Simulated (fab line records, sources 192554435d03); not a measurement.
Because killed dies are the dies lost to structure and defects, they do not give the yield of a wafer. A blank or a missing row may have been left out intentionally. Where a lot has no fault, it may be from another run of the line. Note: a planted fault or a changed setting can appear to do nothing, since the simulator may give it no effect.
Matching of chambers	flow n5-finfet	3 sister chambers for N5_BEOL_M8_CURE_75 on uv-cure-02
The step cures SiCOH lowk, time 120 s. 5 wafers are shown with their chamber, then 8 later ones without.

WAFERS, EACH WITH ITS CHAMBER
wafer	chamber	wafer_temp_C_max	lamp-power-pct (%)
L074.4	0	372.7	52.21
L074.5	0	372.6	52.42
L085.4	2	371.1	52.31
L085.5	2	371.3	52.31
L093.2	1	372.2	52.39

WAFERS WHOSE CHAMBER IS MISSING
wafer	wafer_temp_C_max	lamp-power-pct (%)
L093.3	372.7	52.36
L093.4	372.5	52.32
L095.4	372.7	52.32
L095.5	372.3	52.47
L095.6	372.9	52.42
L094.3	371.8	52.40
L094.4	371.7	52.30
L094.6	371.3	52.36

CHAMBER TAKEN BY EACH
wafer	from the rows above	in truth
L093.3	0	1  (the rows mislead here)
L093.4	can't be placed: 0 or 1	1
L095.4	0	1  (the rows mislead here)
L095.5	1	1
L095.6	0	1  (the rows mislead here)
L094.3	can't be placed: 1 or 2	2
L094.4	can't be placed: 2 or 1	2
L094.6	2	2
2 of 8 placed correctly. Cannot be placed on the basis of these rows: 3; the candidates contain the true chamber in 3. Placed wrongly: 3.
How it was worked out, from the rows above alone: a wafer's distance from a chamber is the root of the sum, over the readings, of the square of ((its reading less the chamber's mean) divided by the reading's scatter). If the next closest chamber is less than 2 further off than the closest, the wafer can't be placed; otherwise it belongs to the closest. For every chamber, the mean is computed from those of its wafers that are shown. The scatter is the square root of a quotient: the sum, over the shown wafers, of each reading's squared deviation from its chamber's mean, divided by wafers minus chambers.
